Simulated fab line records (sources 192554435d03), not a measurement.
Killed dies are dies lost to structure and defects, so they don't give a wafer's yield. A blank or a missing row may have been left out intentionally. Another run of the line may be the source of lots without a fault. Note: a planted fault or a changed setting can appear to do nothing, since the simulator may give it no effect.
Which tool is to blame? | flow n5-finfet | 34 wafers from 12 lots sampled at 4 of the route's 1938 steps

WHAT EACH GAUGE READ, for each wafer
The record lacks any reading of a measuring or inspecting step that a usual standard deviation could be used to judge.

WHICH TOOL RAN EACH LOT (tool, then ch and the chambers of the sampled wafers, then the start)
lot  | N5_BEOL_M4_DEP_57               | N5_BEOL_M5_CURE_79            | N5_BEOL_M5_HM_DEP_02         | N5_BEOL_M5_COAT_05
L474 | pecvd-04 ch 0,1,2, day 7 14:20  | uv-cure-03 ch 1, day 7 15:42  | pvd-sputter-03, day 7 17:20  | litho-track-01 ch 0, day 7 17:26
L475 | pecvd-04 ch 1,2, day 8 06:04    | uv-cure-02 ch 1, day 8 07:17  | pvd-sputter-01, day 8 08:39  | litho-track-01 ch 0, day 8 08:47
L479 | pecvd-02 ch 1,2, day 9 02:23    | uv-cure-02 ch 2, day 9 03:36  | pvd-sputter-02, day 9 04:07  | litho-track-02 ch 0, day 9 04:16
L481 | pecvd-04 ch 1,2, day 9 09:01    | uv-cure-01 ch 1, day 9 10:19  | pvd-sputter-01, day 9 12:33  | litho-track-03 ch 0, day 9 12:41
L482 | pecvd-03 ch 1,2, day 10 02:57   | uv-cure-03 ch 2, day 10 04:07 | pvd-sputter-01, day 10 06:01 | litho-track-01 ch 0, day 10 06:09
L484 | pecvd-02 ch 0,1, day 10 05:08   | uv-cure-01 ch 0, day 10 06:17 | pvd-sputter-03, day 10 09:10 | litho-track-03 ch 0, day 10 09:19
L486 | pecvd-02 ch 1,2, day 11 05:22   | uv-cure-03 ch 0, day 11 06:30 | pvd-sputter-03, day 11 07:53 | litho-track-01 ch 0, day 11 08:01
L492 | pecvd-04 ch 1,2, day 12 09:55   | uv-cure-02 ch 1, day 12 11:05 | pvd-sputter-03, day 12 12:15 | litho-track-01 ch 0, day 12 12:23
L493 | pecvd-04 ch 1,2, day 12 12:34   | uv-cure-01 ch 2, day 12 13:49 | pvd-sputter-03, day 12 15:56 | litho-track-02 ch 0, day 12 16:04
L494 | pecvd-03 ch 1,2, day 12 17:11   | uv-cure-03 ch 1, day 12 18:19 | pvd-sputter-01, day 12 19:20 | litho-track-03 ch 0, day 12 19:28
L495 | pecvd-03 ch 1,2, day 13 12:31   | uv-cure-02 ch 0, day 13 13:39 | pvd-sputter-02, day 13 14:16 | litho-track-03 ch 0, day 13 14:23
L496 | pecvd-03 ch 0,1,2, day 13 17:55 | uv-cure-02 ch 1, day 13 19:04 | pvd-sputter-03, day 13 20:27 | litho-track-03 ch 0, day 13 20:36
- N5_BEOL_M4_DEP_57: deposits SiCN from 3MS/NH3, target thk 8 nm, time 14 s.
- N5_BEOL_M5_CURE_79: cures SiCOH lowk, time 240 s.
- N5_BEOL_M5_HM_DEP_02: deposits TiN, target thk 20 nm.
- N5_BEOL_M5_COAT_05: resist thk 30 nm.

AS READ BY THE TOOLS THEMSELVES (means over the sampled wafers that have a number; for cases with no such wafer, the mark the record gives instead)
N5_BEOL_M4_DEP_57.
lot  | tool     | rf-fwd-power-W (W) | showerhead-plenum-p-Torr (Torr) | throttle-valve-pct (%)
L474 | pecvd-04 | 199.4              | 3.666                           | 9.2
L475 | pecvd-04 | 199.5              | 3.662                           | 9.2
L479 | pecvd-02 | 199.5              | 3.660                           | 9.0
L481 | pecvd-04 | 198.6              | 3.652                           | 9.4
L482 | pecvd-03 | 200.2              | 3.669                           | 8.7
L484 | pecvd-02 | 199.5              | 3.661                           | 8.9
L486 | pecvd-02 | 199.0              | 3.654                           | 9.0
L492 | pecvd-04 | 199.1              | 3.656                           | 9.2
L493 | pecvd-04 | 198.9              | 3.662                           | 9.3
L494 | pecvd-03 | 199.3              | 3.669                           | 8.7
L495 | pecvd-03 | 199.1              | 3.667                           | 8.7
L496 | pecvd-03 | 199.7              | 3.666                           | 9.2

N5_BEOL_M5_CURE_79.
lot  | tool       | lamp-power-pct (%) | wafer_temp_C_max
L474 | uv-cure-03 | 52.30              | 386.7
L475 | uv-cure-02 | 52.31              | 386.2
L479 | uv-cure-02 | 52.33              | 385.9
L481 | uv-cure-01 | 52.32              | 386.2
L482 | uv-cure-03 | 52.25              | 387.5
L484 | uv-cure-01 | 52.28              | 386.8
L486 | uv-cure-03 | 52.34              | 386.5
L492 | uv-cure-02 | 52.42              | 386.4
L493 | uv-cure-01 | 52.28              | 387.0
L494 | uv-cure-03 | 52.26              | 387.6
L495 | uv-cure-02 | 52.31              | 385.9
L496 | uv-cure-02 | 52.28              | 386.4

N5_BEOL_M5_HM_DEP_02.
lot  | tool           | chamber-pressure-pa (Pa) | substrate-temp-c (C) | throttle-valve-pct (%)
L474 | pvd-sputter-03 | 0.4986                   | 24.90                | 30.6
L475 | pvd-sputter-01 | 0.5002                   | 24.89                | 29.0
L479 | pvd-sputter-02 | 0.4994                   | 25.04                | 29.6
L481 | pvd-sputter-01 | 0.4999                   | 24.97                | 30.0
L482 | pvd-sputter-01 | 0.5000                   | 24.96                | 28.9
L484 | pvd-sputter-03 | 0.4998                   | 25.10                | 30.0
L486 | pvd-sputter-03 | 0.4996                   | 24.96                | 30.6
L492 | pvd-sputter-03 | 0.5000                   | 24.97                | 30.5
L493 | pvd-sputter-03 | 0.4982                   | 25.03                | 30.5
L494 | pvd-sputter-01 | 0.4991                   | 24.95                | 27.9
L495 | pvd-sputter-02 | 0.5000                   | 25.12                | 30.1
L496 | pvd-sputter-03 | 0.5008                   | 24.96                | 30.7

N5_BEOL_M5_COAT_05.
lot  | tool           | spin-speed-rpm (rpm)
L474 | litho-track-01 | 1500.1
L475 | litho-track-01 | 1499.4
L479 | litho-track-02 | 1498.7
L481 | litho-track-03 | 1277.8
L482 | litho-track-01 | 1501.1
L484 | litho-track-03 | 1277.0
L486 | litho-track-01 | 1499.2
L492 | litho-track-01 | 1498.9
L493 | litho-track-02 | 1499.9
L494 | litho-track-03 | 1500.1
L495 | litho-track-03 | 1500.2
L496 | litho-track-03 | 1500.9

THE ANSWER, worked out from the rows above alone
Rule: what is usual is taken from the lots themselves. The widest of any qualifying gaps counts: lots, ordered by their means at a reading, are off when they make up no more than a third of the lots, leave a main group of 4 or more, and stand apart from it by 3 or more times the standard deviation of that group's means. A main group whose means are all the same, to the digits that the tables above print for the reading, isn't used. A lot without any number at a reading at which 4 lots or more have one is off too. All remaining lots with rows at the step are treated as sound. The gauges are gone through in route order, then the tools' own readings, and for those a lot's mean is taken as printed above. At the first step where some lot is off, the reading lying furthest off is the one used; lots without a number count as furthest.
Off at N5_BEOL_M5_COAT_05 (spin-speed-rpm): L481, L484. The main group has a mean of 1499.8 rpm with a standard deviation of 0.76.
If a tool, at that step or one of the process steps before it, ran each lot that is off and ran no sound lot following the first of them, it fits. Not one of the candidates tried fits.

WHAT THE SIMULATOR HAD INSERTED
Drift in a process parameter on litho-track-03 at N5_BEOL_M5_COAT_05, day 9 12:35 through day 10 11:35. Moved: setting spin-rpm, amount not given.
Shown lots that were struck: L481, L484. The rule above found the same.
